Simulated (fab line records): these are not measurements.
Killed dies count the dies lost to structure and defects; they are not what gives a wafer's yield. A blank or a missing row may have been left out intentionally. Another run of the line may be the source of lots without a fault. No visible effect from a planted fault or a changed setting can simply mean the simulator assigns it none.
fab line records	flow nand_harc
[record] lots = 11	wafers = 33	last_day = 33
route steps=1302 shown P_M1@310 P_M2@332 END@1302
lots that met no fault: taken from a fault-free run of the same line
start_h: the number of hours between the record's first day and the start of the first shown wafer of the lot	wait_h: hours from the lot's prior step to this one	" unchanged from the row above	L1.1+2: one row covering several wafers at once	- no value, or no start was given	* or withheld: withheld	< > ~ a bound
route shown NAME@n: NAME is a module with steps in the file, n the number in the route of the first one	usual: the fault-free wafers' mean and standard deviation	same: alike in all rows	chamber/n: place in a boat	sites: readings site by site	_std_site: standard deviation of those values	_edge_site: the outer-site mean with the inner-site mean subtracted	radius_mm: for every site, how far away it sits from the centre of the wafer	mask NAME#n: copy n	behind: tool/chamber where the wafer was last shaped	hold: what put the lot on hold/how long, in hours/how the hold closed	device: the n, p or np transistor that did not switch	end of line: tests run on the same wafers once the route is complete	where a step has no rows: the recipe by itself	killed: dies that structure and defects cost at the first sort, which is not the same as the wafer's yield	map: shows each die of a wafer: x if killed, . if not, _ if none is there
set.NAME: the run value of the setting; set.NAME@STEP: its run value at that earlier step	model.NAME: the simulator's own value behind a step, which no gauge read
the route's steps for a sample of lots (tables are steps, rows are wafers)
services: a tool's chamber out of use, with start hour (start_h, from the record's first day; less than 0 if before it), hours out, and reason
[[steps]]
[step NHARC_P_M1_ANNEAL_31]
[recipe] temp_c = 225	time_s = 90
[usual] anneal_temp_c = 224.99/0.18	anneal_temp_c_max = 226.24/0.27	wafer_temp_C_max = 226.0/0.52
lot.wafer	tool	chamber	start_h	wait_h	anneal_temp_c	anneal_temp_c_max	wafer_temp_C_max
L111.1	rtp_anneal-02	0	143.34	-	224.86	225.95	226.9
L111.4	"	0	"	"	224.68	225.96	226.6
L111.5	"	0	"	"	224.78	225.98	226.7
L112.1	rtp_anneal-01	0	151.38	0.3	224.97	226.53	225.4
L112.3	"	0	"	"	224.93	226.24	225.5
L112.5	"	0	"	"	225.16	226.35	225.4
L114.2	rtp_anneal-02	0	168.06	0.4	225.12	226.02	225.9
L114.3	"	0	"	"	224.94	226.40	226.4
L114.4	"	0	"	"	225.29	226.35	226.1
L115.1	rtp_anneal-01	0	173.83	0.3	224.76	225.70	225.4
L115.4	"	0	"	"	224.97	226.51	225.2
L115.6	"	0	"	"	224.85	226.21	225.7
L118.2	rtp_anneal-02	0	209.24	-	224.71	225.85	226.2
L118.5	"	0	"	"	225.07	226.33	226.9
L118.6	"	0	"	"	224.92	226.08	226.3
L124.2	rtp_anneal-01	0	273.88	-	224.91	226.24	225.5
L124.3	"	0	"	"	224.85	226.29	225.5
L124.5	"	0	"	"	225.00	226.17	225.5
L125.2	rtp_anneal-02	0	284.54	0.3	225.31	226.45	226.9
L125.3	"	0	"	"	225.20	226.24	226.0
L125.4	"	0	"	"	225.23	226.44	226.3
L127.2	rtp_anneal-02	0	298.12	-	224.74	225.72	226.1
L127.3	"	0	"	"	224.83	226.36	226.3
L127.6	"	0	"	"	224.70	225.72	226.6
L128.3	rtp_anneal-01	0	305.08	0.3	224.92	226.11	225.2
L128.5	"	0	"	"	225.00	226.58	225.4
L128.6	"	0	"	"	224.96	226.10	225.5
L131.1	rtp_anneal-01	0	336.67	-	224.71	226.18	225.7
L131.2	"	0	"	"	224.64	225.96	225.8
L131.3	"	0	"	"	224.69	226.00	225.9
L133.1	rtp_anneal-02	0	362.33	0.5	225.16	226.34	226.9
L133.3	"	0	"	"	225.23	226.22	227.0
L133.5	"	0	"	"	225.16	226.62	226.7
[step NHARC_P_M1_DEP_33]
[recipe] target_thk_a = 300	temp_c = 370	target_thk_nm = 30	pressure_torr = 3	flow_sccm = 200	rf_w = 450	material = SiCN
[usual] chamber_pressure_Torr = 2.999/0.007	heater_power_w = 621/49	rf_fwd_power_W = 449.2/1.4
lot.wafer	tool	chamber	start_h	wait_h	chamber_pressure_Torr	heater_power_w	rf_fwd_power_W
L111.1	pecvd-02	2	144.30	0.1	3.002	703	448.2
L111.5	"	2	"	"	2.998	705	447.7
L111.4	"	0	"	"	3.002	599	448.7
L112.1	pecvd-01	1	152.45	0.1	2.993	637	449.6
L112.3	"	1	"	"	2.995	642	449.2
L112.5	"	1	"	"	3.011	639	449.8
L114.2	pecvd-01	1	168.98	0.1	3.004	614	448.4
L114.3	"	2	"	"	3.002	695	448.0
L114.4	"	2	"	"	2.985	684	448.7
L115.1	pecvd-01	2	174.89	0.1	2.998	657	448.4
L115.4	"	0	"	"	2.999	572	450.5
L115.6	"	1	"	"	2.999	628	447.7
L118.2	pecvd-02	2	210.15	0.1	3.013	653	447.0
L118.5	"	2	"	"	3.013	632	446.3
L118.6	"	0	"	"	2.996	613	449.7
L124.3	pecvd-02	0	274.83	0.1	3.003	633	452.0
L124.2	"	1	"	"	2.983	700	445.7
L124.5	"	0	"	"	2.993	634	449.7
L125.2	pecvd-01	2	285.46	0.1	2.999	684	451.4
L125.3	"	0	"	"	3.001	597	449.5
L125.4	"	1	"	"	2.999	601	449.9
L127.2	pecvd-02	0	299.08	0.1	2.985	651	452.0
L127.3	"	1	"	"	3.011	660	447.6
L127.6	"	1	"	"	2.999	655	447.5
L128.3	pecvd-02	1	305.94	0.1	2.997	691	448.9
L128.6	"	1	"	"	3.005	661	450.7
L128.5	"	0	"	"	2.999	626	449.2
L131.3	pecvd-01	1	337.64	0.1	2.986	685	451.6
L131.2	"	2	"	"	2.990	660	447.8
L131.1	"	0	"	"	3.002	648	447.5
L133.3	pecvd-01	0	363.38	0.1	2.992	627	450.0
L133.1	"	1	"	"	3.003	675	449.7
L133.5	"	2	"	"	2.996	580	450.1
[step NHARC_P_M2_ETCH_35]
[recipe] target_depth_a = 400	overetch_a = 120	time_s = 43.94	ion_energy_ev = 200	n2_flow_sccm = 150	h2_flow_sccm = 150	ar_flow_sccm = 0	rf_w = 400	bias_w = 150	chemistry = N2/H2
[usual] drypump_motor_current_A = 5.7/0.54	h2_flow_sccm = 150.0/0.39	oes_product_au = 1.005/0.0098	rf_fwd_power_W = 394.7/1.6	rf_vpp_V = 430.8/2.4	run_length_s = 65.4/0.39	showerhead_plenum_p_Torr = 2.05/0.082	throttle_valve_pct = 14.172/0.0087
lot.wafer	tool	chamber	start_h	wait_h	drypump_motor_current_A	h2_flow_sccm	oes_product_au	rf_fwd_power_W	rf_hours_counter_h	rf_vpp_V	run_length_s	showerhead_plenum_p_Torr	throttle_valve_pct
L111.1	rie_diel-07	1	145.83	0.1	6.8	149.6	1.004	393.7	0.9	432.9	65.9	2.14	14.154
L111.5	"	1	"	"	6.8	149.4	1.020	392.4	-	432.7	65.2	2.14	14.168
L111.4	"	2	"	"	5.9	149.5	1.022	394.7	-	431.5	65.5	2.04	14.189
L112.1	rie_diel-07	3	153.92	0.1	5.5	149.9	1.005	395.1	1.1	429.0	65.3	1.99	14.161
L112.3	"	0	"	"	5.1	149.5	0.998	394.5	0.9	429.6	64.6	2.03	14.167
L112.5	"	1	"	"	6.7	150.0	1.002	393.3	-	434.3	65.8	2.14	14.147
L114.2	rie_diel-07	2	170.37	0.1	5.9	149.1	1.019	399.0	1.8	431.6	65.5	2.04	14.171
L114.4	"	3	"	"	5.5	150.9	1.011	395.2	1.7	429.5	65.2	1.99	14.176
L114.3	"	0	"	"	5.0	150.1	0.993	395.4	1.4	432.3	65.1	2.03	14.179
L115.4	rie_diel-07	0	176.33	0.1	5.1	149.6	0.999	-	1.6	430.0	51.4	2.03	14.142
L115.1	"	1	"	"	6.8	150.1	1.015	-	1.8	433.1	51.8	2.14	14.159
L115.6	"	3	"	"	5.5	149.7	1.008	-	-	429.2	52.2	1.99	14.168
L118.2	rie_diel-07	0	211.69	0.1	5.1	150.0	1.005	-	3.7	429.4	51.6	2.03	14.165
L118.5	"	1	"	"	6.7	150.0	1.028	-	-	433.2	52.2	2.14	14.169
L118.6	"	2	"	"	5.9	149.9	1.012	-	-	430.8	51.9	2.04	14.172
L124.2	rie_diel-07	2	276.31	0.1	5.9	149.9	1.008	396.9	5.5	431.1	65.7	2.04	14.181
L124.3	"	1	"	"	6.7	149.7	1.012	392.2	5.9	432.1	65.4	2.14	14.177
L124.5	"	2	"	"	5.9	150.5	1.005	396.1	-	429.1	65.6	2.04	14.168
L125.4	rie_diel-07	2	286.97	0.1	5.9	150.4	1.003	395.1	6.1	429.7	65.9	2.04	14.170
L125.3	"	0	"	"	5.1	150.1	1.000	394.9	6.8	430.7	64.6	2.03	14.157
L125.2	"	1	"	"	6.8	150.3	1.031	393.6	6.6	432.8	65.3	2.14	14.179
L127.3	rie_diel-13	1	300.56	0.1	5.4	149.7	0.996	394.4	7.9	434.3	65.4	2.16	14.174
L127.2	"	0	"	"	5.8	150.1	1.006	392.4	7.8	429.0	64.6	1.96	14.175
L127.6	"	2	"	"	5.5	150.2	1.008	394.1	-	431.0	65.4	2.05	14.174
L128.3	rie_diel-07	0	307.33	0.1	5.1	149.9	0.994	395.0	0.0	428.9	64.5	2.03	14.162
L128.6	"	3	"	"	5.5	149.8	1.005	394.6	-	430.7	65.4	1.99	14.170
L128.5	"	0	"	"	5.1	150.0	1.003	394.9	-	429.5	64.7	2.03	14.176
L131.2	rie_diel-13	2	339.03	0.1	5.5	149.8	0.998	392.6	9.8	431.3	65.9	2.05	14.187
L131.1	"	3	"	"	4.8	150.4	1.006	392.4	9.4	432.7	65.7	2.15	14.181
L131.3	"	0	"	"	5.9	150.5	1.020	394.7	10.1	427.3	64.8	1.95	14.162
L133.3	rie_diel-09	1	364.90	0.1	5.8	150.3	1.008	397.6	2.6	427.4	65.7	1.90	14.176
L133.1	"	2	"	"	5.5	149.5	0.987	392.9	2.8	426.5	64.8	1.91	14.177
L133.5	"	1	"	"	5.8	149.9	0.998	396.0	-	425.9	65.5	1.90	14.172
[step NHARC_P_M2_ANNEAL_31]
[recipe] temp_c = 225	time_s = 90
[usual] anneal_temp_c = 224.97/0.18	anneal_temp_c_max = 226.24/0.27	wafer_temp_C_max = 225.9/0.51
lot.wafer	tool	chamber	start_h	wait_h	anneal_temp_c	anneal_temp_c_max	wafer_temp_C_max
L111.1	rtp_anneal-01	0	147.64	-	225.14	226.26	225.8
L111.4	"	0	"	"	224.91	225.90	225.5
L111.5	"	0	"	"	225.24	226.54	225.3
L112.1	rtp_anneal-02	0	155.58	-	224.87	226.03	226.0
L112.3	"	0	"	"	224.62	225.60	226.6
L112.5	"	0	"	"	224.87	226.11	226.5
L114.2	rtp_anneal-02	0	172.10	0.4	225.07	226.45	226.6
L114.3	"	0	"	"	225.27	226.36	226.4
L114.4	"	0	"	"	225.07	226.06	226.3
L115.1	rtp_anneal-02	0	178.04	-	224.78	225.91	226.6
L115.4	"	0	"	"	224.85	225.80	226.1
L115.6	"	0	"	"	224.82	226.10	226.3
L118.2	rtp_anneal-01	0	213.40	0.4	225.05	226.17	225.5
L118.5	"	0	"	"	225.16	226.49	225.7
L118.6	"	0	"	"	225.17	226.36	226.1
L124.2	rtp_anneal-01	0	278.03	-	224.98	226.23	225.5
L124.3	"	0	"	"	224.69	225.88	225.5
L124.5	"	0	"	"	224.85	226.12	225.7
L125.2	rtp_anneal-01	0	288.68	-	224.77	226.16	225.4
L125.3	"	0	"	"	224.83	225.82	225.6
L125.4	"	0	"	"	224.39	225.86	225.7
L127.2	rtp_anneal-02	0	302.28	0.3	224.97	225.93	226.7
L127.3	"	0	"	"	224.84	226.01	226.8
L127.6	"	0	"	"	225.11	226.33	226.5
L128.3	rtp_anneal-01	0	309.10	0.3	224.98	226.24	225.4
L128.5	"	0	"	"	225.01	226.15	225.5
L128.6	"	0	"	"	225.19	226.72	225.5
L131.1	rtp_anneal-02	0	340.70	-	225.18	226.25	226.3
L131.2	"	0	"	"	224.94	225.98	226.8
L131.3	"	0	"	"	225.10	226.21	226.5
L133.1	rtp_anneal-01	0	366.63	0.3	224.95	226.33	225.4
L133.3	"	0	"	"	224.93	226.32	225.4
L133.5	"	0	"	"	224.87	226.41	225.2
[step NHARC_END_SORT_01]
[recipe] temp_c = 25
[usual] defect_limited_yield = 91.1/2.7	killed_at_array = 55/19	killed_at_other = 0.6/0.99	killed_at_periphery = 4.2/2.6	killed_dies = 60/18	killed_open = 3.4/1.7	killed_short = 2.3/1.5
[same] gross_dies = 677
lot.wafer	tool	chamber	start_h	wait_h	defect_limited_yield[%]	killed_at_array	killed_at_other	killed_at_periphery	killed_dies	killed_open	killed_short
L111.1	prober-01	0	571.00	2.5	88.3	76	0	3	79	3	1
L111.4	prober-01	0	573.39	3.4	89.4	68	0	4	72	3	1
L111.5	prober-01	0	574.18	3.7	87.9	79	0	3	82	4	4
L127.2	prober-02	0	719.61	2.8	95.0	29	1	4	34	9	6
L127.3	prober-02	0	720.42	3.1	96.3	22	0	3	25	4	5
L127.6	prober-02	0	722.85	4.0	95.0	28	1	5	34	2	3
// killed by level:class
L111.1 A_CHANNEL_HOLE_D2:chamber_film_flake=29 A_SLIT:chamber_film_flake=27 A_CHANNEL_HOLE_D1:chamber_film_flake=4 A_SGD_CUT:chamber_film_flake=4 P_STI:chamber_film_flake=3 A_CHANNEL_FILL_D2:chamber_film_flake=3 A_M0:chamber_film_flake=3 A_ONON_D2:geometric_particle:short=1
L111.4 A_CHANNEL_HOLE_D2:chamber_film_flake=33 A_SLIT:chamber_film_flake=18 A_CHANNEL_HOLE_D1:chamber_film_flake=5 A_STAIRCASE:chamber_film_flake=3 A_SGD_CUT:chamber_film_flake=3 P_M0:chamber_film_flake=2 A_M0:chamber_film_flake=2 P_GATE:geometric_particle:open=1
L111.5 A_CHANNEL_HOLE_D2:chamber_film_flake=41 A_SLIT:chamber_film_flake=25 A_CONTACT:chamber_film_flake=3 P_CONTACT:geometric_particle:open=2 A_CHANNEL_FILL_D2:geometric_particle:short=2 A_ONON_D2:geometric_particle:open=1 A_WL_FILL:geometric_particle:short=1 A_CONTACT:geometric_particle:short=1
L127.2 A_CHANNEL_HOLE_D1:chamber_film_flake=12 A_CONTACT:geometric_particle:open=3 P_STI:chamber_film_flake=3 A_M0:geometric_particle:short=2 A_SLIT:chamber_film_flake=2 P_M2:geometric_particle:open=1 A_CHANNEL_FILL_D1:geometric_particle:short=1 A_DECK1_JOINT:geometric_particle:open=1
L127.3 A_CHANNEL_HOLE_D1:chamber_film_flake=10 A_CONTACT:geometric_particle:open=2 P_STI:chamber_film_flake=2 A_CONTACT:chamber_film_flake=2 P_CONTACT:geometric_particle:open=1 A_DECK1_JOINT:geometric_particle:short=1 A_ONON_D2:geometric_particle:short=1 A_CHANNEL_HOLE_D2:geometric_particle:short=1
L127.6 A_CHANNEL_HOLE_D1:chamber_film_flake=14 A_SLIT:chamber_film_flake=4 P_STI:chamber_film_flake=4 A_CONTACT:chamber_film_flake=4 A_ONON_D1:geometric_particle:open=1 A_ONON_D1:geometric_particle:short=1 A_CHANNEL_FILL_D2:geometric_particle:open=1 A_WL_FILL:geometric_particle:short=1
[[services]]
tool	chamber	start_h	hours	kind
pecvd-01	2	121.81	6.7	repair
pecvd-01	-	130.00	13.0	pm
rie_diel-13	0	137.45	3.9	repair
rie_diel-09	-	143.13	9.0	pm
rie_diel-07	0	144.08	3.4	repair
pecvd-01	2	146.83	11.0	repair
rie_diel-13	3	155.95	2.7	repair
rie_diel-13	2	158.24	3.8	repair
rie_diel-13	-	165.41	9.0	pm
rie_diel-09	-	182.81	0.9	repair
rie_diel-07	2	207.35	4.1	repair
rie_diel-07	-	223.36	2.2	repair
rie_diel-09	0	227.22	16.6	repair
pecvd-02	-	227.73	13.0	pm
rie_diel-09	2	227.75	3.5	repair
pecvd-01	0	244.33	8.0	repair
pecvd-02	-	260.28	3.9	repair
rie_diel-07	1	265.40	6.0	repair
rie_diel-07	-	294.23	9.0	pm
pecvd-01	-	311.00	13.0	pm
rie_diel-09	2	311.39	3.0	repair
rie_diel-07	2	329.07	2.6	repair
pecvd-01	-	330.75	0.5	repair
rie_diel-13	-	342.41	9.0	pm
[[key]]
[first_sign] step = NHARC_P_M2_ETCH_35	reading = run_length_s	direction = down	sigmas = 35	usual = *	struck = *
effect none on later readings
met_at NHARC_P_M2_ETCH_35
struck_lots L115,L118
not_acting_at NHARC_P_M1_ANNEAL_31,NHARC_P_M1_DEP_33,NHARC_P_M2_ANNEAL_31
onset_between 170.37 176.33
[fault] kind = process_parameter_drift	tool = rie_diel-07	chamber = -	onset_h = 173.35	steps = NHARC_P_M2_ETCH_35	channel = time_s	offset = *	shape = step	end_h = 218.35	acts_in = *	stated = *
